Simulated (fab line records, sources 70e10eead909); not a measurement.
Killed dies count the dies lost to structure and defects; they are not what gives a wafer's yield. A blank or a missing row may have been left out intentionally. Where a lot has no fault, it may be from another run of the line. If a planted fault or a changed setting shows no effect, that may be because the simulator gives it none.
Matching of chambers | flow nand-harc | NHARC_A_STAIRCASE_ETCH_444 on rie-diel-13: 4 sister chambers
The step etches the open film in C4F8/O2, target depth 10200 nm, time 3400 s. 14 wafers are shown with their chamber, then 7 later ones without.

WAFERS WITH THEIR CHAMBER
wafer  | chamber | rf-vpp-V (V) | oes-product-au (a.u.) | chamber-pressure-mTorr (mTorr)
L079.1 | 0       | 805          | 0.935                 | 24.986
L079.2 | 1       | 804          | 0.933                 | 25.020
L079.4 | 3       | 804          | 0.919                 | 24.971
L081.1 | 3       | 806          | 0.929                 | 25.005
L081.4 | 1       | 804          | 0.931                 | 25.030
L081.6 | 2       | 802          | 0.923                 | 25.008
L083.1 | 2       | 802          | 0.938                 | 25.032
L083.2 | 3       | 806          | 0.929                 | 25.012
L083.5 | 0       | 806          | 0.916                 | 25.009
L082.1 | 3       | 803          | 0.923                 | 25.020
L082.4 | 0       | 808          | 0.918                 | 25.025
L082.6 | 2       | 799          | 0.924                 | 24.986
L088.1 | 3       | 806          | 0.931                 | 24.979
L088.2 | 0       | 807          | 0.920                 | 24.984

SIGNATURES (averages over the wafers above)
reading                | chamber 0 | chamber 1 | chamber 2 | chamber 3 | scatter within a chamber
rf-vpp-V               | 806.50    | 804.00    | 801.00    | 805.00    | 1.38
oes-product-au         | 0.92225   | 0.93200   | 0.92833   | 0.92620   | 0.00684
chamber-pressure-mTorr | 25.00100  | 25.02500  | 25.00867  | 24.99740  | 0.0202
Rule: distance of a wafer from a chamber = root of the sum over the readings of ((wafer's reading minus chamber's mean) / reading's scatter) squared. The wafer belongs to the nearest chamber; if the next one is less than 2 further off, it can't be placed. The scatter is the square root of a quotient: the sum, over the shown wafers, of each reading's squared deviation from its chamber's mean, divided by wafers minus chambers.

WAFERS MISSING THEIR CHAMBER
wafer  | rf-vpp-V (V) | oes-product-au (a.u.) | chamber-pressure-mTorr (mTorr)
L088.4 | 804          | 0.931                 | 25.033
L094.1 | 804          | 0.930                 | 25.008
L094.3 | 804          | 0.923                 | 25.023
L094.4 | 807          | 0.918                 | 24.985
L095.1 | 804          | 0.937                 | 25.026
L095.2 | 805          | 0.930                 | 25.001
L095.3 | 800          | 0.919                 | 24.993

EACH ONE'S CHAMBER
wafer  | from the rows above               | in truth
L088.4 | can't be placed: 1 or 3           | 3
L094.1 | can't be placed: 1 or 3 or 0 or 2 | 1
L094.3 | can't be placed: 1 or 3 or 0 or 2 | 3
L094.4 | can't be placed: 0 or 3           | 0
L095.1 | can't be placed: 1 or 3 or 2      | 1
L095.2 | can't be placed: 3 or 1 or 0      | 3
L095.3 | 2                                 | 2
Correctly placed: 1 of 7. From these rows, 6 cannot be placed; in 6 the true chamber is one of the candidates. Placed wrongly: 0.
